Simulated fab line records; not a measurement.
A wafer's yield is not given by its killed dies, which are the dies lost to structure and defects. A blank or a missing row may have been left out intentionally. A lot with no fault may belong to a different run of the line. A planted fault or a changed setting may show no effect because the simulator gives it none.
Which tool was responsible? :: flow n5Finfet :: 12 lots, 36 wafers sampled, at 1 step of a route of 1938

== WHAT THE GAUGES SHOWED, per wafer ==
N5_BEOL_M7_CD_MEAS_35: the cd target is 40 nm.
lot: L076
measured: day 11 10:21
on: cdSem-02
cdNm (nm): 41.2 39.9 40.7

lot: L075
measured: day 12 04:28
on: cdSem-01
cdNm (nm): 40.4 40.2 40.1

lot: L079
measured: day 12 12:16
on: cdSem-01
cdNm (nm): 39.5 40.0 39.8

lot: L081
measured: day 13 10:22
on: cdSem-01
cdNm (nm): 41.0 40.3 39.9

lot: L084
measured: day 13 15:37
on: cdSem-03
cdNm (nm): 39.6 39.9 39.3

lot: L085
measured: day 14 03:20
on: cdSem-03
cdNm (nm): 40.6 40.6 40.2

lot: L086
measured: day 14 22:43
on: cdSem-02
cdNm (nm): 40.0 39.3 39.9

lot: L089
measured: day 15 01:51
on: cdSem-02
cdNm (nm): 40.1 39.6 38.5

lot: L092
measured: day 16 01:33
on: cdSem-03
cdNm (nm): 40.5 38.8 41.3

lot: L093
measured: day 16 09:23
on: cdSem-02
cdNm (nm): 41.5 41.0 41.1

lot: L095
measured: day 16 11:47
on: cdSem-01
cdNm (nm): 39.8 39.7 39.8

lot: L097
measured: day 16 23:16
on: cdSem-03
cdNm (nm): 39.5 40.1 39.1

== WHICH TOOL RAN EACH LOT (tool, then ch and the chambers of the sampled wafers, then the start) ==
The record shows no process step preceding these readings.

== THE ANSWER, worked out from the rows above alone ==
Rule: what is usual is taken from the lots themselves. Put in order of their means at a reading, lots are off if they are a third of the lots or fewer, leave a main group of 4 or more, and stand apart from it by a gap of 3 or more times the standard deviation of the main group's means; of several such gaps the widest counts. Not used: any main group whose means are identical at the precision the tables above print for the reading. A lot without any number at a reading at which 4 lots or more have one is off too. Where the step has rows for the other lots, those lots are counted as sound.
Across all readings shown, no lot is off: no conclusion can be drawn from this.

== WHAT WAS PUT IN BY THE SIMULATOR ==
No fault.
